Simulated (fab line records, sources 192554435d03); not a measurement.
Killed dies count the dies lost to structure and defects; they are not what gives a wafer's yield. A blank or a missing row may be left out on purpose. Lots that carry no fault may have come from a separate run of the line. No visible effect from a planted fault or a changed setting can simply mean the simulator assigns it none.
Split-lot trial    flow n5 finfet    21 wafers read across 7 lots, on a route 1938 steps long

## THE SPLIT ITSELF
At N5_BEOL_M12_COAT_66 (time 60 s, resist thk 110 nm), the setting spin rpm was moved away from the recipe's 1500 rpm on 8 of the 21 wafers read, by -4.6% to +10.3%. This setting was run at the recipe's value on the other wafers.

## FROM THE SPLIT TO THE READING: what the file shows between them, 4 steps
- N5_BEOL_M12_COAT_22: resist thk 300 nm
- N5_BEOL_M12_EBR_24
- N5_BEOL_M12_DESCUM_33: chemistry O2, time 7.9 s
- N5_BEOL_M12_ETCH_67: etches SiARC in CF4, target depth 143 nm, time 238.3 s

## THE READING
SiARC_of_BEOL_M12_COAT_66.thk nm (the simulator's own value, which no gauge read), in nm, at N5_BEOL_M12_ETCH_68 (etches SOC in N2/H2, time 285 s). The file gives no usual value for it. Across the 13 wafers here that went through the recipe, the average is 85.7 nm and the standard deviation 0.36 nm.

wafer   tool, chamber at the split  spin rpm as run, rpm  against the recipe  SiARC_of_BEOL_M12_COAT_66.thk nm, nm  against lot-mates on the recipe
L074.1  litho track-01, 0           1574                  +4.9%               83.4                                  -2.6
L074.3  litho track-01, 0           1500                  recipe              86                                    -
L074.4  litho track-01, 0           1574                  +4.9%               83.6                                  -2.4
L081.4  litho track-02, 0           1500                  recipe              85.2                                  -
L081.6  litho track-02, 0           1500                  recipe              85.2                                  -
L081.5  litho track-02, 0           1431                  -4.6%               88                                    +2.8
L084.1  litho track-01, 0           1654                  +10.3%              81                                    -5.2
L084.2  litho track-01, 0           1500                  recipe              86.2                                  -
L084.6  litho track-01, 0           1654                  +10.3%              81.2                                  -5.0
L086.3  litho track-03, 0           1557                  +3.8%               84.4                                  -1.4
L086.4  litho track-03, 0           1500                  recipe              85.8                                  -
L086.5  litho track-03, 0           1557                  +3.8%               84.2                                  -1.6
L089.2  litho track-02, 0           1500                  recipe              85.8                                  -
L089.6  litho track-02, 0           1500                  recipe              85.8                                  -
L089.3  litho track-02, 0           1500                  recipe              85.6                                  -
L090.2  litho track-03, 0           1500                  recipe              85.8                                  -
L090.3  litho track-03, 0           1500                  recipe              85.2                                  -
L090.5  litho track-03, 0           1500                  recipe              85.2                                  -
L091.3  litho track-03, 0           1500                  recipe              86.2                                  -
L091.4  litho track-03, 0           1554                  +3.6%               84.6                                  -1.5
L091.6  litho track-03, 0           1500                  recipe              86                                    -

THE FIT
A straight line over all 21 wafers: SiARC_of_BEOL_M12_COAT_66.thk nm changes by -0.445 nm for each +1% of spin rpm; r = -0.98; the points scatter about the line by 0.34 nm.
The same after taking each lot's own level away (the mean of its wafers on the recipe; 21 wafers): -0.503 nm for each +1%; r = -0.99; scatter 0.22 nm.
According to that fit, moving spin rpm by its largest amount changes the reading by 5.2 nm.
The lots' own levels span 85.20 to 86.20 nm, that is 2.7 times the standard deviation above.
Hence the slope depends on the lot-to-lot level, as the two fits are not the same.
Check: for one of the wafers moved furthest among these (+10.3%), held out of the fit, the line's prediction against its lot-mates is -5.02 nm. It came out at -5.2 nm against them.

## THESE WAFERS: OTHER SPLITS
Other splits were also applied to these wafers ahead of the reading. Each is held against what the fit with the lots' levels taken away leaves over:
other split on the same wafers  wafers away from the commonest value  r with SiARC_of_BEOL_M12_COAT_66.thk nm (lot level and that fit taken away)
N5_BEOL_M9_COAT_22 spin rpm     5                                     +0.11
N5_BEOL_M10_COAT_05 spin rpm    5                                     +0.23
N5_BEOL_M10_ETCH_62 time s      6                                     +0.00

## THE WHOLE CHAIN: every reading that the file lists as answering this split, in the file's order
step                 what it does                                            reading                                                                            change (the file's fit)                r (the file's)
N5_BEOL_M12_COAT_66  time 60 s, resist thk 110 nm                            SiARC_of_BEOL_M12_COAT_66.thk nm (the simulator's own value, which no gauge read)  -0.517 nm for each +1% of the setting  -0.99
N5_BEOL_M12_ETCH_67  etches SiARC in CF4, target depth 143 nm, time 238.3 s  etch.depth nm (the simulator's own value, which no gauge read)                     -0.523 nm for each +1% of the setting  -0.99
N5_BEOL_M12_ETCH_68  etches SOC in N2/H2, time 285 s                         SiARC_of_BEOL_M12_COAT_66.thk nm (the simulator's own value, which no gauge read)  -0.497 nm for each +1% of the setting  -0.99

## FILE'S OWN FIT
SiARC_of_BEOL_M12_COAT_66.thk nm changes by -0.497 nm for each +1% of spin rpm, r = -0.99.
